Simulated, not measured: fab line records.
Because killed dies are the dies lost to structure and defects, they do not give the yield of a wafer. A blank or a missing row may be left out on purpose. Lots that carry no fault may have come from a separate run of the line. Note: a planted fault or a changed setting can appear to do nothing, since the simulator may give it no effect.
Comparing a struck lot with a sound one    flow n5-finfet    16 out of 1938 route steps
Sound: wafers L231.2, L231.3, L231.6. Struck: wafers L236.2, L236.3, L236.5. The cause is given at the end.
Order at every step that has rows: each side's tool, ch and its chambers, its first start. Under that, the readings that differ: sound wafers    struck wafers    difference of the means    sigmas: that difference in standard deviations of wafers without a fault.
alike: same words and numbers on both sides, and readings whose means sit less than 2 such deviations apart. not compared: any withheld reading, any reading some wafer has no value for, any bound like >300 that may hide the same value, and any number with overlapping values for which the record gives no deviation.
A row with sigmas, a row that says differs or no value, or rows on one side alone: a step with any of these is where the two part. When numbers do not overlap yet have no deviation, they are printed without sigmas and do not part them. A reading missing from all wafers of one side parts the sides only when that side holds two or more wafers.

first, 11 steps without rows for these wafers: N5_GATE_CUT_DESCUM_18 (chemistry O2, time 7 s); N5_GATE_CUT_ETCH_28 (etches underlayer in N2/H2, target depth 13 nm, time 10.4 s); N5_GATE_CUT_ETCH_36 (etches SiARC in CF4, target depth 13 nm, time 21.7 s); N5_GATE_CUT_ETCH_37 (etches SOC in N2/H2, target depth 60 nm, overetch 12 nm, time 90 s); N5_GATE_CUT_STRIP_38 (strips in N2/H2); N5_GATE_CUT_STRIP_39 (strips in N2/H2); N5_GATE_CUT_HM_OPEN_40 (chemistry C4F6/O2, target SiO2, target depth 139 nm, time 85.1 s); N5_GATE_CUT_STRIP_41 (strips in CF4); N5_GATE_CUT_STRIP_42 (strips in O2); N5_GATE_CUT_ETCH_19 (etches SiNx in CH3F/O2, target depth 53.7 nm, time 76.7 s); N5_GATE_CUT_CUT_ETCH_53 (etches W in SF6/Cl2, target depth 79.2 nm).
N5_GATE_CUT_CUT_ETCH_54: etches TiN in Cl2/BCl3, target depth 96.7 nm.
  sound on rie-metal-03 ch 1, day 7 11:50; struck on rie-metal-01 ch 0,1, day 9 02:44
  no value came back on the struck wafers for any of 7 readings (bcl3-flow-sccm (sccm), bias-w (W) and others); on the sound wafers bcl3-flow-sccm (sccm) reads 21.79 21.69 21.67
  not compared: rf-hours-counter-h
N5_GATE_CUT_CUT_ETCH_55: etches HfO2 in BCl3, target depth 3.2 nm.
  sound on rie-metal-03 ch 1, day 7 11:53; struck on rie-metal-01 ch 0,1, day 9 02:47
reading                sound           struck          difference  sigmas
oes-product-au (a.u.)  0.91 0.91 0.91  0.34 0.24 0.34  -0.60       -5
  alike: bcl3-flow-sccm, bias-w, drypump-motor-current-A, throttle-valve-pct
  not compared: rf-hours-counter-h
then, 1 step without rows for these wafers: N5_GATE_CUT_ETCH_47 (etches SiO2 in Cl2/BCl3, target depth 10 nm).
N5_BEOL_M4_RC_MEAS_101:
  the record has rows for the sound wafers here (prober-01 ch 0, day 11 20:59) and none for the struck ones
-- record jumps: 9 days separate the struck wafers' starts on either side; left off in module BEOL_M4, taken up again in module PASSIVATION, whose first shown step is the route's number 1936 --
N5_PASSIVATION_PROBE_49:
  the record has rows for the struck wafers here (prober-02, day 18 04:19) and none for the sound ones

== WHERE THEY PART ==
At N5_GATE_CUT_CUT_ETCH_54 first; at N5_PASSIVATION_PROBE_49 last (within this record only).

WHY: the cause the simulator had injected
Skipped step whole: rie-metal-01, from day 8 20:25 on, at N5_GATE_CUT_CUT_ETCH_54. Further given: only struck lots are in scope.
